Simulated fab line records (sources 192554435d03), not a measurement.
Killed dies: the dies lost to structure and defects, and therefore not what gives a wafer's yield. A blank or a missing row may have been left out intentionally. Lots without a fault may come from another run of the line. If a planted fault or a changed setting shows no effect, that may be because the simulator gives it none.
Chamber matching || flow n5 finfet || rie diel-03 running N5_BEOL_M3_ETCHBACK_99: 4 sister chambers
The step etches SiO2 in CHF3, target depth 5 nm, time 10.4 s. 22 wafers are shown with their chamber, then 11 later ones without.

== WAFERS PAIRED WITH THEIR CHAMBERS ==
{"wafer": "L074.2", "chamber": 1, "showerhead plenum p Torr (Torr)": 2.06, "drypump motor current A (A)": 6.0, "throttle valve pct (%)": 17.08}
{"wafer": "L074.3", "chamber": 0, "showerhead plenum p Torr (Torr)": 2.16, "drypump motor current A (A)": 5.4, "throttle valve pct (%)": 17.26}
{"wafer": "L074.4", "chamber": 2, "showerhead plenum p Torr (Torr)": 2.18, "drypump motor current A (A)": 6.2, "throttle valve pct (%)": 16.82}
{"wafer": "L078.1", "chamber": 1, "showerhead plenum p Torr (Torr)": 2.05, "drypump motor current A (A)": 6.0, "throttle valve pct (%)": 17.10}
{"wafer": "L078.4", "chamber": 0, "showerhead plenum p Torr (Torr)": 2.16, "drypump motor current A (A)": 5.4, "throttle valve pct (%)": 17.25}
{"wafer": "L078.5", "chamber": 2, "showerhead plenum p Torr (Torr)": 2.18, "drypump motor current A (A)": 6.2, "throttle valve pct (%)": 16.84}
{"wafer": "L080.2", "chamber": 1, "showerhead plenum p Torr (Torr)": 2.05, "drypump motor current A (A)": 6.0, "throttle valve pct (%)": 17.09}
{"wafer": "L080.5", "chamber": 1, "showerhead plenum p Torr (Torr)": 2.05, "drypump motor current A (A)": 5.9, "throttle valve pct (%)": 17.10}
{"wafer": "L080.6", "chamber": 2, "showerhead plenum p Torr (Torr)": 2.18, "drypump motor current A (A)": 6.2, "throttle valve pct (%)": 16.83}
{"wafer": "L084.1", "chamber": 2, "showerhead plenum p Torr (Torr)": 2.17, "drypump motor current A (A)": 6.1, "throttle valve pct (%)": 16.86}
{"wafer": "L084.3", "chamber": 0, "showerhead plenum p Torr (Torr)": 2.15, "drypump motor current A (A)": 5.4, "throttle valve pct (%)": 17.26}
{"wafer": "L084.6", "chamber": 0, "showerhead plenum p Torr (Torr)": 2.15, "drypump motor current A (A)": 5.4, "throttle valve pct (%)": 17.27}
{"wafer": "L083.2", "chamber": 0, "showerhead plenum p Torr (Torr)": 2.15, "drypump motor current A (A)": 5.4, "throttle valve pct (%)": 17.27}
{"wafer": "L083.5", "chamber": 3, "showerhead plenum p Torr (Torr)": 2.30, "drypump motor current A (A)": 6.1, "throttle valve pct (%)": 17.15}
{"wafer": "L083.6", "chamber": 0, "showerhead plenum p Torr (Torr)": 2.15, "drypump motor current A (A)": 5.4, "throttle valve pct (%)": 17.29}
{"wafer": "L086.3", "chamber": 3, "showerhead plenum p Torr (Torr)": 2.30, "drypump motor current A (A)": 6.0, "throttle valve pct (%)": 17.16}
{"wafer": "L086.4", "chamber": 1, "showerhead plenum p Torr (Torr)": 2.05, "drypump motor current A (A)": 6.0, "throttle valve pct (%)": 17.12}
{"wafer": "L086.5", "chamber": 1, "showerhead plenum p Torr (Torr)": 2.05, "drypump motor current A (A)": 6.0, "throttle valve pct (%)": 17.12}
{"wafer": "L089.1", "chamber": 2, "showerhead plenum p Torr (Torr)": 2.17, "drypump motor current A (A)": 6.2, "throttle valve pct (%)": 16.88}
{"wafer": "L089.2", "chamber": 0, "showerhead plenum p Torr (Torr)": 2.15, "drypump motor current A (A)": 5.4, "throttle valve pct (%)": 17.30}
{"wafer": "L089.4", "chamber": 1, "showerhead plenum p Torr (Torr)": 2.05, "drypump motor current A (A)": 6.0, "throttle valve pct (%)": 17.15}
{"wafer": "L095.1", "chamber": 3, "showerhead plenum p Torr (Torr)": 2.29, "drypump motor current A (A)": 6.1, "throttle valve pct (%)": 17.19}

SIGNATURES (means of the wafers above)
{"reading": "showerhead plenum p Torr", "chamber 0": 2.1529, "chamber 1": 2.0514, "chamber 2": 2.1760, "chamber 3": 2.2967, "scatter within a chamber": 0.0048}
{"reading": "drypump motor current A", "chamber 0": 5.400, "chamber 1": 5.986, "chamber 2": 6.180, "chamber 3": 6.067, "scatter within a chamber": 0.0359}
{"reading": "throttle valve pct", "chamber 0": 17.2714, "chamber 1": 17.1086, "chamber 2": 16.8460, "chamber 3": 17.1667, "scatter within a chamber": 0.0215}
Rule: distance of a wafer from a chamber = root of the sum over the readings of ((wafer's reading minus chamber's mean) / reading's scatter) squared. The wafer belongs to the nearest chamber; if the next one is less than 2 further off, it can't be placed. The scatter: the root of (the sum of the squares of (reading less its chamber's mean) over the shown wafers, divided by (wafers less chambers)).

== WAFERS MISSING THEIR CHAMBER ==
{"wafer": "L095.2", "showerhead plenum p Torr (Torr)": 2.17, "drypump motor current A (A)": 6.2, "throttle valve pct (%)": 16.89}
{"wafer": "L095.3", "showerhead plenum p Torr (Torr)": 2.04, "drypump motor current A (A)": 6.0, "throttle valve pct (%)": 17.14}
{"wafer": "L094.1", "showerhead plenum p Torr (Torr)": 2.17, "drypump motor current A (A)": 6.1, "throttle valve pct (%)": 16.88}
{"wafer": "L094.2", "showerhead plenum p Torr (Torr)": 2.04, "drypump motor current A (A)": 6.0, "throttle valve pct (%)": 17.14}
{"wafer": "L094.3", "showerhead plenum p Torr (Torr)": 2.29, "drypump motor current A (A)": 6.1, "throttle valve pct (%)": 17.19}
{"wafer": "L096.1", "showerhead plenum p Torr (Torr)": 2.15, "drypump motor current A (A)": 5.4, "throttle valve pct (%)": 17.32}
{"wafer": "L096.3", "showerhead plenum p Torr (Torr)": 2.04, "drypump motor current A (A)": 6.0, "throttle valve pct (%)": 17.15}
{"wafer": "L096.4", "showerhead plenum p Torr (Torr)": 2.17, "drypump motor current A (A)": 6.2, "throttle valve pct (%)": 16.92}
{"wafer": "L097.1", "showerhead plenum p Torr (Torr)": 2.15, "drypump motor current A (A)": 5.4, "throttle valve pct (%)": 17.31}
{"wafer": "L097.3", "showerhead plenum p Torr (Torr)": 2.16, "drypump motor current A (A)": 6.2, "throttle valve pct (%)": 16.90}
{"wafer": "L097.6", "showerhead plenum p Torr (Torr)": 2.15, "drypump motor current A (A)": 5.4, "throttle valve pct (%)": 17.32}

== THE CHAMBER EACH PASSED THROUGH ==
{"wafer": "L095.2", "from the rows above": 2, "in truth": 2}
{"wafer": "L095.3", "from the rows above": 1, "in truth": 1}
{"wafer": "L094.1", "from the rows above": 2, "in truth": 2}
{"wafer": "L094.2", "from the rows above": 1, "in truth": 1}
{"wafer": "L094.3", "from the rows above": 3, "in truth": 3}
{"wafer": "L096.1", "from the rows above": 0, "in truth": 0}
{"wafer": "L096.3", "from the rows above": 1, "in truth": 1}
{"wafer": "L096.4", "from the rows above": 2, "in truth": 2}
{"wafer": "L097.1", "from the rows above": 0, "in truth": 0}
{"wafer": "L097.3", "from the rows above": 2, "in truth": 2}
{"wafer": "L097.6", "from the rows above": 0, "in truth": 0}
11 of 11 placed correctly. From these rows, 0 cannot be placed. Placed wrongly: 0.
